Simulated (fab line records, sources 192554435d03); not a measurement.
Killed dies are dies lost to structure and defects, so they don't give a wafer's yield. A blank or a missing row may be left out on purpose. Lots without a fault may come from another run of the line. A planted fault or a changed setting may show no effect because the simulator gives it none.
Split-lot experiment | flow n5_finfet | 7 lots, 21 wafers read, on a route of 1938 steps

THE SPLIT
At N5_SD_EPI_N_EPI_21 (deposits Si:P, time 690 s), the setting temp_c was moved away from the recipe's 680 C on 5 of the 21 wafers read, by -0.6% to +0.3%. The other wafers ran this setting at the recipe's value.

FROM THE SPLIT TO THE READING: what the file shows between them, 11 steps
- N5_SD_EPI_N_PRECLEAN_24: cleans in O3/DIW, time 60 s
- N5_SD_EPI_N_SRD_25: time 30 s
- N5_SD_EPI_N_PRECLEAN_49: cleans in NF3:NH3, afs cycles 1, time 20 s, sublimation time 60 s
- N5_SD_EPI_P_EPI_21: deposits SiGe:B, time 355 s
- N5_SD_EPI_P_HM_STRIP_48: strips SiNx in H3PO4, material SiNx, target depth 3 nm
- N5_SD_EPI_P_SRD_49: time 30 s
- N5_SD_EPI_P_PRECLEAN_24: cleans in O3/DIW, time 45 s
- N5_SD_EPI_P_PRECLEAN_32: cleans in dHF, time 10 s
- N5_SD_EPI_P_PRECLEAN_33: cleans in SC2, time 45 s
- N5_SD_ACTIVATION_RTA_00: time 0 s
- N5_SD_ACTIVATION_LSA_01: time 0.0008 s

THE READING
RS_SD_N, in ohm/sq, at N5_SD_ACTIVATION_RS_MEAS_03 (measures by four-point-probe). Fault-free wafers of this fab line usually give 21.85 ohm/sq, standard deviation 0.27 ohm/sq.

wafer  | tool, chamber at the split | temp_c as run, C | against the recipe | RS_SD_N, ohm/sq | against lot-mates on the recipe
L077.3 | epi_rpcvd-04, 0            | 680              | recipe             | 21.60           | -
L077.4 | epi_rpcvd-04, 0            | 680              | recipe             | 21.91           | -
L077.5 | epi_rpcvd-04, 0            | 680              | recipe             | 21.67           | -
L079.3 | epi_rpcvd-04, 0            | 680              | recipe             | 21.68           | -
L079.5 | epi_rpcvd-04, 0            | 676              | -0.6%              | 23.24           | +1.71
L079.6 | epi_rpcvd-04, 0            | 680              | recipe             | 21.37           | -
L082.4 | epi_rpcvd-04, 0            | 680              | recipe             | 22.08           | -
L082.5 | epi_rpcvd-04, 0            | 680              | recipe             | 21.87           | -
L082.6 | epi_rpcvd-04, 0            | 680              | recipe             | 21.78           | -
L091.3 | epi_rpcvd-01, 0            | 682.3            | +0.3%              | 20.94           | -0.76
L091.4 | epi_rpcvd-01, 0            | 680              | recipe             | 22.04           | -
L091.5 | epi_rpcvd-01, 0            | 680              | recipe             | 21.36           | -
L093.1 | epi_rpcvd-04, 0            | 678.3            | -0.3%              | 22.67           | +0.46
L093.2 | epi_rpcvd-04, 0            | 678.3            | -0.3%              | 22.92           | +0.71
L093.4 | epi_rpcvd-04, 0            | 680              | recipe             | 22.21           | -
L094.2 | epi_rpcvd-04, 0            | 680              | recipe             | 21.67           | -
L094.4 | epi_rpcvd-04, 0            | 680              | recipe             | 21.89           | -
L094.6 | epi_rpcvd-04, 0            | 680              | recipe             | 22.03           | -
L095.2 | epi_rpcvd-01, 0            | 680              | recipe             | 21.58           | -
L095.5 | epi_rpcvd-01, 0            | 677.5            | -0.4%              | 22.57           | +0.98
L095.6 | epi_rpcvd-01, 0            | 680              | recipe             | 21.60           | -

THE FIT
A straight line over all 21 wafers: RS_SD_N changes by -2.67 ohm/sq for each +1% of temp_c; r = -0.89; the points scatter about the line by 0.26 ohm/sq.
The same after taking each lot's own level away (the mean of its wafers on the recipe; 21 wafers): -2.65 ohm/sq for each +1%; r = -0.95; scatter 0.17 ohm/sq.
On that fit, the largest move of temp_c shifts the reading by 1.6 ohm/sq.
The lots' own levels span 21.525 to 22.210 ohm/sq, that is 2.5 times the standard deviation above.
So the lot-to-lot level changes the slope little: the two slopes agree.
Check: with one of the wafers moved furthest among these (-0.6%) left out of the fit, the line predicts +1.43 ohm/sq for it against its lot-mates. It came out at +1.71 ohm/sq against them.

OTHER SPLITS ON THESE WAFERS
These wafers also went through other splits before the reading. Each is held against what the fit with the lots' levels taken away leaves over:
other split on the same wafers       | wafers away from the commonest value | r with RS_SD_N (lot level and that fit taken away)
N5_DUMMY_GATE_ETCH_31 target_depth_a | 4                                    | -0.01
N5_DUMMY_GATE_ETCH_32 time_s         | 7                                    | +0.16
N5_SD_EPI_N_ETCH_16 target_depth_a   | 8                                    | +0.07

THE WHOLE CHAIN: every reading that the file lists as answering this split, in the file's order
step                        | what it does                                           | reading                                                                         | change (the file's fit)              | r (the file's)
N5_SD_EPI_N_EPI_21          | deposits Si:P, time 690 s                              | Si-P_of_SD_EPI_N_EPI_21.thk_nm (the simulator's own value, which no gauge read) | +6.67 nm for each +1% of the setting | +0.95
N5_SD_EPI_N_PRECLEAN_24     | cleans in O3/DIW, time 60 s                            | Si-P_of_SD_EPI_N_EPI_21.thk_nm (the simulator's own value, which no gauge read) | +6.63 nm for each +1% of the setting | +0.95
N5_SD_EPI_P_HM_STRIP_48     | strips SiNx in H3PO4, material SiNx, target depth 3 nm | Si-P_of_SD_EPI_N_EPI_21.thk_nm (the simulator's own value, which no gauge read) | +6.48 nm for each +1% of the setting | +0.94
N5_SD_EPI_P_PRECLEAN_24     | cleans in O3/DIW, time 45 s                            | Si-P_of_SD_EPI_N_EPI_21.thk_nm (the simulator's own value, which no gauge read) | +6.44 nm for each +1% of the setting | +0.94
N5_SD_ACTIVATION_RS_MEAS_03 | measures by four-point-probe                           | RS_SD_N                                                                         | -2.7 for each +1% of the setting     | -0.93

THE FILE'S OWN FIT
RS_SD_N changes by -2.7 ohm/sq for each +1% of temp_c, r = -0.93.
